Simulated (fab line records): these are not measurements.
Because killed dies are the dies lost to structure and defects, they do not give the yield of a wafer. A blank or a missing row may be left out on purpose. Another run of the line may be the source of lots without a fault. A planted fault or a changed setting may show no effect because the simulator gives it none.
fab line records	flow n5Finfet
record lots=7	wafers=39
route steps=1938 shown BEOL_M8@1344 BEOL_M10@1533 BEOL_M13@1705 PASS1_CAP@1873 TV_LITHO@1875 TV_OPEN@1887
startH: start of the lot's first displayed wafer, in hours after the record's first day	waitH: hours elapsed since this lot's preceding step	" same as the row above	L1.1+2: one row covering several wafers at once	- no value, or no start was given	* or withheld: withheld	< > ~ a bound
route shown NAME@n: names a module that has steps shown in the file, with the first one's number in the route	usual: average and standard deviation across the fault-free wafers	same: alike in all rows	chamber/n: place in a boat	sites: the reading at each site	_std_site: how widely they spread, as a standard deviation	_edge_site: inner sites' mean taken away from outer sites' mean	radiusMm: how far each site lies from the wafer's centre	mask NAME#n: copy n	behind: the most recent tool/chamber to have shaped the wafer	hold: reason for holding the lot/hours on hold/outcome of the hold	device: whichever transistor did not switch (one of n, p or np)	end of line: the tests these same wafers got at the end of their route	for a step that has no rows: nothing shown but its recipe	killed: dies that structure and defects cost at the first sort, which is not the same as the wafer's yield	map: a wafer's dies, x killed, . not, _ none there
set.NAME: the run value of the setting; set.NAME@STEP: its run value at that earlier step	model.NAME: the simulator's own value behind a step, which no gauge read
lots whose settings were changed on purpose; a table a step, a row a wafer
## steps
# step N5_BEOL_M8_DEVELOP_10
# recipe developTimeS=30	developer=TMAH	resist=CAR-ArF	rinseLiquid=diw	dry=airSpin	devTempC=23
lot.wafer	tool	chamber	startH	waitH	set.developTimeS
L075.1+2+3+4+5+6	lithoTrack-05	0	-	-	30
L079.1+2+3+4+5+6	lithoTrack-01	0	-	-	30
L083.1+3+4	lithoTrack-05	0	-	-	30
L083.2+5+6	"	0	"	"	47.82
L087.1+3+5	lithoTrack-01	0	-	-	30
L087.2+4+6	"	0	"	"	45
L090.1+2+4	lithoTrack-05	0	-	-	30
L092.1+2+6	lithoTrack-05	0	-	-	30
L092.3+4+5	"	0	"	"	46.74
L096.1+4+5	lithoTrack-05	0	-	-	12.13
L096.2+3+6	"	0	"	"	30
# step N5_BEOL_M8_CD_MEAS_11
# recipe targetCdNm=38.5	landingEnergyEv=500	detector=seInlens	polarity=opening
# usual cdNm=38.6/0.58
lot.wafer	tool	chamber	startH	waitH	set.developTimeS@BEOL_M8_DEVELOP_10	cdNm
L075.1	cdSem-02	0	266.09	-	30	38.3
L075.2	"	0	"	"	30	37.9
L075.3	"	0	"	"	30	38.4
L075.4	"	0	"	"	30	38.0
L075.5	"	0	"	"	30	38.3
L075.6	"	0	"	"	30	38.1
L079.1	cdSem-02	0	292.97	-	30	38.8
L079.2	"	0	"	"	30	37.7
L079.3	"	0	"	"	30	39.0
L079.4	"	0	"	"	30	38.9
L079.5	"	0	"	"	30	38.8
L079.6	"	0	"	"	30	37.7
L083.1	cdSem-02	0	335.48	-	30	38.6
L083.2	"	0	"	"	47.82	40.1
L083.3	"	0	"	"	30	38.5
L083.4	"	0	"	"	30	38.0
L083.5	"	0	"	"	47.82	40.2
L083.6	"	0	"	"	47.82	40.0
L087.1	cdSem-02	0	338.42	-	30	38.8
L087.2	"	0	"	"	45	40.7
L087.3	"	0	"	"	30	38.2
L087.4	"	0	"	"	45	41.0
L087.5	"	0	"	"	30	38.6
L087.6	"	0	"	"	45	41.2
L090.1	cdSem-02	0	375.35	-	30	38.2
L090.2	"	0	"	"	30	37.9
L090.4	"	0	"	"	30	37.7
L092.1	cdSem-03	0	396.10	-	30	38.2
L092.2	"	0	"	"	30	38.7
L092.3	"	0	"	"	46.74	40.4
L092.4	"	0	"	"	46.74	39.7
L092.5	"	0	"	"	46.74	40.1
L092.6	"	0	"	"	30	38.5
L096.1	cdSem-02	0	405.17	-	12.13	34.4
L096.2	"	0	"	"	30	38.4
L096.3	"	0	"	"	30	37.7
L096.4	"	0	"	"	12.13	35.0
L096.5	"	0	"	"	12.13	34.0
L096.6	"	0	"	"	30	38.4
# step N5_BEOL_M8_DESCUM_16
# recipe chemistry=O2	timeS=7.9	sourcePowerW=50	biasPowerW=20	pressureMtorr=20	rfFrequencyHz=2.712e+07	tempC=40	resist=CAR-ArF	o2FlowSccm=225
# step N5_BEOL_M8_ETCH_61
# recipe chemistry=CF4	target=SiARC	targetDepthA=455	maskMaterial=CAR-ArF	timeS=75.8	ionEnergyEv=80	pressureMtorr=40	sourceW=545	biasW=36	Ar_flow_sccm=100	cf4FlowSccm=100	ends=cleared
lot.wafer	tool	chamber	startH	waitH	set.developTimeS@BEOL_M8_DEVELOP_10	model.BEOL_M8.cdOffsetNm
L075.1+3+6	rieDiel-02	1,3,1	266.21	0.0	30	-0.2
L075.2	"	0	"	"	30	-0.6
L075.4	"	2	"	"	30	-0.8
L075.5	"	2	"	"	30	0
L079.1	rieDiel-02	0	293.10	0.0	30	0.2
L079.2+6	"	3,1	"	"	30	-0.6
L079.3	"	2	"	"	30	0.4
L079.4	"	1	"	"	30	0.6
L079.5	"	2	"	"	30	0
L083.1+4	rieDiel-02	2,1	335.67	0.0	30	-0.2
L083.2+5	"	0,2	"	"	47.82	1.8
L083.3	"	3	"	"	30	-0.4
L083.6	"	1	"	"	47.82	1.6
L087.1+3	rieDiel-03	1,0	339.29	0.0	30	-0.2
L087.2	"	2	"	"	45	2.2
L087.4	"	3	"	"	45	2.4
L087.5	"	2	"	"	30	0.6
L087.6	"	3	"	"	45	2.6
L090.1	rieDiel-03	2	375.48	0.0	30	-0.4
L090.2	"	0	"	"	30	-0.6
L090.4	"	3	"	"	30	-1
L092.1+2	rieDiel-02	3,0	396.40	0.0	30	-0.2
L092.3+5	"	1,2	"	"	46.74	1.8
L092.4	"	2	"	"	46.74	1.4
L092.6	"	1	"	"	30	-0.4
L096.1	rieDiel-02	0	405.43	0.0	12.13	-4
L096.2+3	"	3,1	"	"	30	-0.4
L096.4	"	3	"	"	12.13	-3.4
L096.5	"	0	"	"	12.13	-4.2
L096.6	"	1	"	"	30	-0.2
# step N5_BEOL_M8_ETCH_62
# recipe chemistry=N2/H2	target=SOC	targetDepthA=1100	overetchA=220	maskMaterial=SiARC	tempC=40	timeS=165	ionEnergyEv=200	pressureMtorr=30	sourceW=840	biasW=150	n2FlowSccm=200	h2FlowSccm=200
# step N5_BEOL_M8_STRIP_68
# recipe chemistry=N2/H2	tempC=40	n2FlowSccm=200	h2FlowSccm=200	rfFrequencyHz=6e+07
# step N5_BEOL_M8_HM_OPEN_17
# recipe chemistry=Cl2/BCl3	targetDepthA=200	overetchA=60	target=TiN	maskMaterial=SOC	ionEnergyEv=150	pressureMtorr=10	icpW=1000	biasW=126	Cl2_flow_sccm=53.25	bcl3FlowSccm=21.75	Ar_flow_sccm=25
# step N5_BEOL_M8_STRIP_19
# recipe chemistry=O2	powerW=400	tempC=40	pressureMtorr=30	rfFrequencyHz=6e+07	biasPowerW=0	overashFraction=0.2	o2FlowSccm=225
# step N5_BEOL_M8_CD_MEAS_18
# recipe pitchNm=80	targetCdNm=40
# usual cdNm=40.3/0.67
lot.wafer	tool	chamber	startH	waitH	set.developTimeS@BEOL_M8_DEVELOP_10	cdNm
L075.1	cdSem-02	-	266.68	0.0	30	39.8
L075.2	"	-	"	"	30	39.5
L075.3	"	-	"	"	30	40.3
L075.4	"	-	"	"	30	38.8
L075.5	"	-	"	"	30	39.5
L075.6	"	-	"	"	30	40.3
L079.1	cdSem-02	-	293.55	0.0	30	40.3
L079.2	"	-	"	"	30	39.2
L079.3	"	-	"	"	30	40.5
L079.4	"	-	"	"	30	40.7
L079.5	"	-	"	"	30	40.2
L079.6	"	-	"	"	30	39.4
L083.1	cdSem-02	-	336.10	0.0	30	39.6
L083.2	"	-	"	"	47.82	42.0
L083.3	"	-	"	"	30	40.0
L083.4	"	-	"	"	30	40.0
L083.5	"	-	"	"	47.82	41.7
L083.6	"	-	"	"	47.82	41.7
L087.1	cdSem-03	-	339.74	0.0	30	40.0
L087.2	"	-	"	"	45	42.2
L087.3	"	-	"	"	30	39.3
L087.4	"	-	"	"	45	42.6
L087.5	"	-	"	"	30	40.5
L087.6	"	-	"	"	45	42.7
L090.1	cdSem-03	-	375.90	0.0	30	39.9
L090.2	"	-	"	"	30	39.1
L090.4	"	-	"	"	30	39.4
L092.1	cdSem-01	-	396.82	0.0	30	39.6
L092.2	"	-	"	"	30	40.2
L092.3	"	-	"	"	46.74	42.3
L092.4	"	-	"	"	46.74	40.9
L092.5	"	-	"	"	46.74	41.3
L092.6	"	-	"	"	30	39.9
L096.1	cdSem-02	-	405.85	0.0	12.13	36.7
L096.2	"	-	"	"	30	39.9
L096.3	"	-	"	"	30	39.6
L096.4	"	-	"	"	12.13	36.5
L096.5	"	-	"	"	12.13	36.1
L096.6	"	-	"	"	30	40.0
# step N5_BEOL_M8_COAT_63
# recipe resist=SOC	tempC=250	timeS=60	spinRpm=1500	resistThkNm=60
# step N5_BEOL_M8_COAT_64
# recipe resist=SiARC	tempC=220	timeS=60	spinRpm=1500	resistThkNm=12
# step N5_BEOL_M8_PRECLEAN_42
# recipe chemistry=residueRemover	timeS=60	tempC=40
# step N5_BEOL_M8_SRD_43
# recipe timeS=30	tempC=23	rinseLiquid=diw	dry=ipaMarangoni
# step N5_BEOL_M8_CD_MEAS_35
# recipe targetCdNm=40	polarity=opening
# usual cdNm=40.3/0.65
lot.wafer	tool	chamber	startH	waitH	set.developTimeS@BEOL_M8_DEVELOP_10	cdNm
L075.1	cdSem-02	-	267.88	0.0	30	39.8
L075.2	"	-	"	"	30	39.7
L075.3	"	-	"	"	30	39.9
L075.4	"	-	"	"	30	39.1
L075.5	"	-	"	"	30	39.6
L075.6	"	-	"	"	30	39.8
L079.1	cdSem-02	-	294.82	0.0	30	40.5
L079.2	"	-	"	"	30	39.8
L079.3	"	-	"	"	30	40.6
L079.4	"	-	"	"	30	40.8
L079.5	"	-	"	"	30	40.5
L079.6	"	-	"	"	30	39.5
L083.1	cdSem-01	-	338.32	0.0	30	39.5
L083.2	"	-	"	"	47.82	42.4
L083.3	"	-	"	"	30	39.9
L083.4	"	-	"	"	30	40.1
L083.5	"	-	"	"	47.82	41.7
L083.6	"	-	"	"	47.82	41.9
L087.1	cdSem-03	-	342.14	0.0	30	39.6
L087.2	"	-	"	"	45	42.3
L087.3	"	-	"	"	30	38.9
L087.4	"	-	"	"	45	42.4
L087.5	"	-	"	"	30	40.5
L087.6	"	-	"	"	45	43.1
L090.1	cdSem-02	-	379.06	0.0	30	40.0
L090.2	"	-	"	"	30	39.3
L090.4	"	-	"	"	30	39.6
L092.1	cdSem-02	-	399.32	0.0	30	39.9
L092.2	"	-	"	"	30	40.0
L092.3	"	-	"	"	46.74	42.1
L092.4	"	-	"	"	46.74	41.0
L092.5	"	-	"	"	46.74	41.6
L092.6	"	-	"	"	30	39.9
L096.1	cdSem-03	-	410.29	0.0	12.13	36.0
L096.2	"	-	"	"	30	39.6
L096.3	"	-	"	"	30	39.8
L096.4	"	-	"	"	12.13	36.7
L096.5	"	-	"	"	12.13	36.6
L096.6	"	-	"	"	30	40.1
# step N5_BEOL_M10_DEP_56
# recipe material=SiCN	targetThkA=150	tempC=withheld	precursor=3MS/NH3	pressureTorr=3	rfW=202	timeS=26.5
lot.wafer	tool	chamber	startH	waitH	set.targetThkA	model.SiCN_of_BEOL_M10_DEP_56.thkNm
L075.1	pecvd-03	1	287.95	0.0	150	14.8
L075.2	"	0	"	"	215.6	21
L075.3+5	"	2,0	"	"	215.6	21.4
L075.4	"	1	"	"	150	15.2
L075.6	"	2	"	"	150	15
L079.1	pecvd-01	0	311.96	0.0	150	14.6
L079.2	"	2	"	"	150	14.8
L079.3+5+6	"	0,2,0	"	"	90.38	9
L079.4	"	2	"	"	150	15
L083.1+6	pecvd-01	2,1	359.59	0.0	150	15.2
L083.2	"	0	"	"	88.62	8.8
L083.3	"	1	"	"	150	15
L083.4	"	0	"	"	88.62	8.6
L083.5	"	2	"	"	88.62	9
L087.1	pecvd-02	2	361.21	0.0	207.5	20.8
L087.2	"	1	"	"	207.5	20.4
L087.3	"	0	"	"	207.5	20.6
L087.4+5	"	1,0	"	"	150	15.2
L087.6	"	2	"	"	150	15.4
L090.1	pecvd-03	0	400.46	0.0	150	14.8
L090.2+4	"	2,0	"	"	150	15
L092.1+2	pecvd-03	1,2	421.03	0.0	150	15
L092.3+6	"	0	"	"	150	14.8
L092.4	"	2	"	"	150	15.2
L092.5	"	1	"	"	150	15.4
L096.1+4+6	pecvd-02	0,2,0	427.39	0.0	71.63	7.2
L096.2	"	2	"	"	150	14.8
L096.3	"	1	"	"	150	14.6
L096.5	"	1	"	"	150	15
# step N5_BEOL_M13_SPUTTER_43
# recipe material=TaN	targetThkA=150	tempC=50	biasV=168.6	powerW=15000	chamberPressurePa=0.12	timeS=24.19
lot.wafer	tool	chamber	startH	waitH	set.timeS	model.TaN_of_BEOL_M13_SPUTTER_43.thkNm
L075.1+4+5	pvdSputter-01	-	306.89	0.0	16.73	10.2
L075.2	"	-	"	"	24.19	15
L075.3+6	"	-	"	"	24.19	14.6
L079.1	pvdSputter-02	-	337.19	0.0	30.7	19
L079.2	"	-	"	"	30.7	18.8
L079.3	"	-	"	"	30.7	19.2
L079.4	"	-	"	"	24.19	15.2
L079.5+6	"	-	"	"	24.19	15
L083.1+2	pvdSputter-02	-	382.60	0.0	35.6	22.2
L083.3	"	-	"	"	35.6	22.4
L083.4+5+6	"	-	"	"	24.19	15.2
L087.1+4	pvdSputter-01	-	385.91	0.0	24.19	14.8
L087.2+5	"	-	"	"	24.19	15.2
L087.3+6	"	-	"	"	24.19	15
L090.1	pvdSputter-02	-	416.11	0.0	24.19	15
L090.2+4	"	-	"	"	24.19	15.2
L092.1+4+6	pvdSputter-02	-	445.53	0.0	24.19	15
L092.2+5	"	-	"	"	38.6	24
L092.3	"	-	"	"	38.6	23.6
L096.1+5+6	pvdSputter-03	-	452.45	0.0	24.19	14.8
L096.2+3	"	-	"	"	17.55	10.6
L096.4	"	-	"	"	17.55	10.8
# step N5_BEOL_M13_SPUTTER_44
# recipe material=Ta	targetThkA=100	tempC=50	biasV=80	powerW=15000	chamberPressurePa=0.07	timeS=16.13
# step N5_BEOL_M13_SPUTTER_45
# recipe material=Cu	targetThkA=800	tempC=-20	biasV=60	powerW=26000	chamberPressurePa=0.13	timeS=13.33
# step N5_BEOL_M13_ECD_47
# recipe material=Cu	targetThkA=9360
# step N5_BEOL_M13_ANNEAL_48
# recipe tempC=225	timeS=90	ambient=N2
# step N5_BEOL_M13_CMP_49
# recipe stopOn=SiOC	tOverpolishS=17.1	downForcePsi=1	platenRpm=50	clearingPlatenDownForcePsi=1.5	clearingPlatenRpm=50	postCmpClean=cuAlkaline	targetThkNm=420	clearingPlatenPadVelocityMS=0.99484	padVelocityMS=0.99484
# usual barrierFieldEndpointS=30.5/0.78
lot.wafer	tool	chamber	startH	waitH	set.timeS@BEOL_M13_SPUTTER_43	barrierFieldEndpointS
L075.1	cmp-01	2	307.91	0.3	16.73	25.1
L075.2	"	3	"	"	24.19	30.3
L075.4	"	0	"	"	16.73	24.2
L075.3	"	1	"	"	24.19	29.9
L075.5	"	2	"	"	16.73	25.2
L075.6	"	3	"	"	24.19	29.7
L079.2	cmp-02	2	337.93	0.2	30.7	34.3
L079.1	"	3	"	"	30.7	34.2
L079.4	"	0	"	"	24.19	29.5
L079.3	"	1	"	"	30.7	34.5
L079.6	"	2	"	"	24.19	29.6
L079.5	"	3	"	"	24.19	30.0
L083.3	cmp-01	3	383.34	0.2	35.6	40.2
L083.2	"	0	"	"	35.6	39.3
L083.4	"	1	"	"	24.19	30.3
L083.1	"	2	"	"	35.6	38.8
L083.6	"	3	"	"	24.19	30.8
L083.5	"	0	"	"	24.19	30.6
L087.3	cmp-04	1	386.83	0.2	24.19	30.2
L087.4	"	2	"	"	24.19	30.2
L087.1	"	3	"	"	24.19	29.4
L087.2	"	0	"	"	24.19	30.1
L087.5	"	1	"	"	24.19	31.2
L087.6	"	2	"	"	24.19	30.6
L090.4	cmp-04	0	416.93	0.2	24.19	30.5
L090.2	"	1	"	"	24.19	31.8
L090.1	"	2	"	"	24.19	31.9
L092.1	cmp-02	1	446.27	0.3	24.19	30.1
L092.3	"	2	"	"	38.6	42.2
L092.4	"	3	"	"	24.19	30.1
L092.2	"	0	"	"	38.6	42.6
L092.5	"	1	"	"	38.6	41.8
L092.6	"	2	"	"	24.19	31.5
L096.2	cmp-02	3	453.19	0.2	17.55	25.5
L096.3	"	0	"	"	17.55	25.6
L096.4	"	1	"	"	17.55	25.7
L096.1	"	2	"	"	24.19	31.0
L096.6	"	3	"	"	24.19	30.5
L096.5	"	0	"	"	24.19	31.6
# step N5_PASSIVATION_PECVD_55
# recipe material=SiO2	targetThkA=4000	tempC=400	precursor=SiH4/N2O	pressureTorr=2.7	rfW=608	timeS=22.5
lot.wafer	tool	chamber	startH	waitH	set.timeS	model.SiO2_of_PASSIVATION_PECVD_55.thkNm
L075.1	pecvd-03	0	333.81	0.0	30.81	544.4
L075.2	"	2	"	"	22.5	393.4
L075.3	"	1	"	"	30.81	544.6
L075.4	"	1	"	"	22.5	412.6
L075.5	"	0	"	"	22.5	401.4
L075.6	"	2	"	"	30.81	546.4
L079.1	pecvd-02	1	360.11	0.0	22.5	396.6
L079.2	"	0	"	"	34.51	607.4
L079.3	"	2	"	"	34.51	617
L079.4	"	2	"	"	22.5	409.6
L079.5	"	0	"	"	34.51	611.6
L079.6	"	1	"	"	22.5	403.2
L083.1	pecvd-03	2	403.23	0.0	22.5	388
L083.2	"	0	"	"	22.5	397.2
L083.3	"	2	"	"	22.5	393.4
L083.4	"	0	"	"	22.5	401.2
L083.5	"	2	"	"	22.5	389.4
L083.6	"	0	"	"	22.5	401.4
L087.1+3	pecvd-03	0	406.98	0.0	9.891	172.6
L087.2	"	2	"	"	22.5	389
L087.4	"	2	"	"	22.5	390
L087.5	"	0	"	"	22.5	394.4
L087.6	"	2	"	"	9.891	169.2
L090.1	pecvd-02	1	435.94	0.0	22.5	397.6
L090.2	"	0	"	"	22.5	394.6
L090.4	"	2	"	"	22.5	405.8
L092.1	pecvd-02	0	465.21	0.0	22.5	387
L092.2	"	2	"	"	31.79	564.8
L092.3	"	1	"	"	31.79	559.2
L092.4	"	2	"	"	22.5	407.2
L092.5	"	0	"	"	22.5	398.2
L092.6	"	1	"	"	31.79	567.8
L096.1	pecvd-01	2	477.21	0.0	22.5	396.4
L096.2	"	0	"	"	22.5	390.8
L096.3	"	1	"	"	18.67	324.2
L096.4	"	1	"	"	22.5	398.8
L096.5	"	0	"	"	18.67	324
L096.6	"	2	"	"	18.67	332.4
# step N5_PASSIVATION_PECVD_01
# recipe material=SiNx	targetThkA=2000	tempC=400	precursor=SiH4/NH3/N2	pressureTorr=4.9	rfW=1406	timeS=43.2
# step N5_PASSIVATION_HMDS_03
# recipe timeS=60	tempC=120
# step N5_PASSIVATION_DESCUM_12
# recipe chemistry=O2	timeS=7.9	sourcePowerW=50	biasPowerW=20	pressureMtorr=20	rfFrequencyHz=2.712e+07	tempC=40	o2FlowSccm=225
# step N5_PASSIVATION_PASS_ETCH_74
# recipe chemistry=CF4/O2	target=SiNx	targetDepthA=2200	timeS=110	ionEnergyEv=100	pressureMtorr=40	sourceW=535	biasW=49	Ar_flow_sccm=100	cf4FlowSccm=100	O2_flow_sccm=10
# step N5_PASSIVATION_VIA_ETCH_13
# recipe chemistry=CHF3/O2	target=SiO2	targetDepthA=6600	CHF3_flow_sccm=50	O2_flow_sccm=5	Ar_flow_sccm=200	timeS=330	maskMaterial=PR	pressureMtorr=30	sourceW=650	biasW=170	ionEnergyEv=200	ends=cleared
# usual etchRfOnTimeS=235/5.9
lot.wafer	tool	chamber	startH	waitH	set.timeS@PASSIVATION_PECVD_55	etchRfOnTimeS	model.TV_OPEN.cdOffsetNm
L075.1	rieDiel-01	2	334.63	0.0	30.81	312	0.2
L075.2	"	0	"	"	22.5	228	2.2
L075.3	"	1	"	"	30.81	325	-0.6
L075.4	"	3	"	"	22.5	243	1.8
L075.5	"	3	"	"	22.5	237	2
L075.6	"	2	"	"	30.81	314	0
L079.1	rieDiel-01	2	363.88	0.0	22.5	225	1.4
L079.2	"	1	"	"	34.51	357	-1
L079.3	"	0	"	"	34.51	350	-0.2
L079.4	"	3	"	"	22.5	237	2.2
L079.5	"	2	"	"	34.51	347	-0.4
L079.6	"	3	"	"	22.5	233	2.4
L083.1	rieDiel-01	3	403.99	0.0	22.5	231	1.6
L083.2	"	2	"	"	22.5	229	1
L083.3	"	1	"	"	22.5	234	0.8
L083.4	"	0	"	"	22.5	230	1.4
L083.5	"	0	"	"	22.5	226	2.2
L083.6	"	3	"	"	22.5	240	2.2
L087.1	rieDiel-06	2	410.02	0.0	9.891	99	4.6
L087.2	"	3	"	"	22.5	235	2.2
L087.3	"	1	"	"	9.891	103	4.2
L087.4	"	0	"	"	22.5	236	2.2
L087.5	"	0	"	"	22.5	239	2.2
L087.6	"	3	"	"	9.891	102	4.4
L090.1	rieDiel-06	2	437.54	0.0	22.5	228	2
L090.2	"	3	"	"	22.5	236	2.4
L090.4	"	0	"	"	22.5	244	2.2
L092.1	rieDiel-06	2	467.55	0.0	22.5	224	2.4
L092.2	"	0	"	"	31.79	344	0.4
L092.3	"	1	"	"	31.79	332	0
L092.4	"	3	"	"	22.5	247	2.2
L092.5	"	0	"	"	22.5	244	2.4
L092.6	"	3	"	"	31.79	342	0.6
L096.1	rieDiel-04	1	477.98	0.0	22.5	231	1.6
L096.2	"	2	"	"	22.5	234	2.6
L096.3	"	3	"	"	18.67	190	2
L096.4	"	0	"	"	22.5	238	1.6
L096.5	"	3	"	"	18.67	188	2.2
L096.6	"	0	"	"	18.67	199	1.8
# step N5_PASSIVATION_STRIP_14
# recipe chemistry=O2	powerW=600	tempC=60	pressureMtorr=30	rfFrequencyHz=6e+07	biasPowerW=0	overashFraction=0.5	o2FlowSccm=225
# step N5_PASSIVATION_ETCH_15
# recipe chemistry=CF4/N2	target=SiCN	targetDepthA=750	taperDeg=2	timeS=81.2	ionEnergyEv=150	maskMaterial=SiNx	pressureMtorr=40	sourceW=430	biasW=70	Ar_flow_sccm=100	cf4FlowSccm=60	n2FlowSccm=60
lot.wafer	tool	chamber	startH	waitH	set.timeS@PASSIVATION_PECVD_55	model.TV_OPEN.cdOffsetNm
L075.1+6	rieDiel-01	2	-	-	30.81	0
L075.2+5	"	0,3	"	"	22.5	2
L075.3	"	1	"	"	30.81	-0.8
L075.4	"	3	"	"	22.5	1.8
L079.1	rieDiel-01	2	-	-	22.5	1.4
L079.2	"	1	"	"	34.51	-1.2
L079.3	"	0	"	"	34.51	-0.2
L079.4	"	3	"	"	22.5	2.2
L079.5	"	2	"	"	34.51	-0.4
L079.6	"	3	"	"	22.5	2.4
L083.1	rieDiel-01	3	-	-	22.5	1.8
L083.2	"	2	"	"	22.5	1
L083.3	"	1	"	"	22.5	0.8
L083.4	"	0	"	"	22.5	1.4
L083.5+6	"	0,3	"	"	22.5	2.2
L087.1	rieDiel-06	2	-	-	9.891	4.6
L087.2	"	3	"	"	22.5	2
L087.3	"	1	"	"	9.891	4.2
L087.4+5	"	0	"	"	22.5	2.2
L087.6	"	3	"	"	9.891	4.4
L090.1	rieDiel-06	2	-	-	22.5	2.2
L090.2	"	3	"	"	22.5	2.4
L090.4	"	0	"	"	22.5	2
L092.1	rieDiel-06	2	-	-	22.5	2.4
L092.2	"	0	"	"	31.79	0.2
L092.3	"	1	"	"	31.79	0
L092.4+5	"	3,0	"	"	22.5	2.2
L092.6	"	3	"	"	31.79	0.6
L096.1+4	rieDiel-04	1,0	-	-	22.5	1.6
L096.2	"	2	"	"	22.5	2.6
L096.3+6	"	3,0	"	"	18.67	2
L096.5	"	3	"	"	18.67	2.2
## key
split step=N5_BEOL_M8_DEVELOP_10	setting=developTimeS	stated=30	by=wafer
response step=N5_BEOL_M8_CD_MEAS_11	reading=cdNm	change=+0.042	per=1%	r=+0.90
response step=N5_BEOL_M8_ETCH_61	reading=model.BEOL_M8.cdOffsetNm	change=+0.0436	per=1%	r=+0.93
response step=N5_BEOL_M8_CD_MEAS_18	reading=cdNm	change=+0.0424	per=1%	r=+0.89
response step=N5_BEOL_M8_CD_MEAS_35	reading=cdNm	change=+0.0445	per=1%	r=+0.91
split step=N5_BEOL_M10_DEP_56	setting=targetThkA	stated=150	by=wafer
response step=N5_BEOL_M10_DEP_56	reading=model.SiCN_of_BEOL_M10_DEP_56.thkNm	change=+0.146	per=1%	r=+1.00
split step=N5_BEOL_M13_SPUTTER_43	setting=timeS	stated=24.19	by=wafer
response step=N5_BEOL_M13_SPUTTER_43	reading=model.TaN_of_BEOL_M13_SPUTTER_43.thkNm	change=+0.149	per=1%	r=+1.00
response step=N5_BEOL_M13_CMP_49	reading=barrierFieldEndpointS	change=+0.188	per=1%	r=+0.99
split step=N5_PASSIVATION_PECVD_55	setting=timeS	stated=22.5	by=wafer
response step=N5_PASSIVATION_PECVD_55	reading=model.SiO2_of_PASSIVATION_PECVD_55.thkNm	change=+3.93	per=1%	r=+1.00
response step=N5_PASSIVATION_VIA_ETCH_13	reading=etchRfOnTimeS	change=*	per=1%	r=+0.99
response step=N5_PASSIVATION_VIA_ETCH_13	reading=model.TV_OPEN.cdOffsetNm	change=-0.045	per=1%	r=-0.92
response step=N5_PASSIVATION_ETCH_15	reading=model.TV_OPEN.cdOffsetNm	change=-0.0462	per=1%	r=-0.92
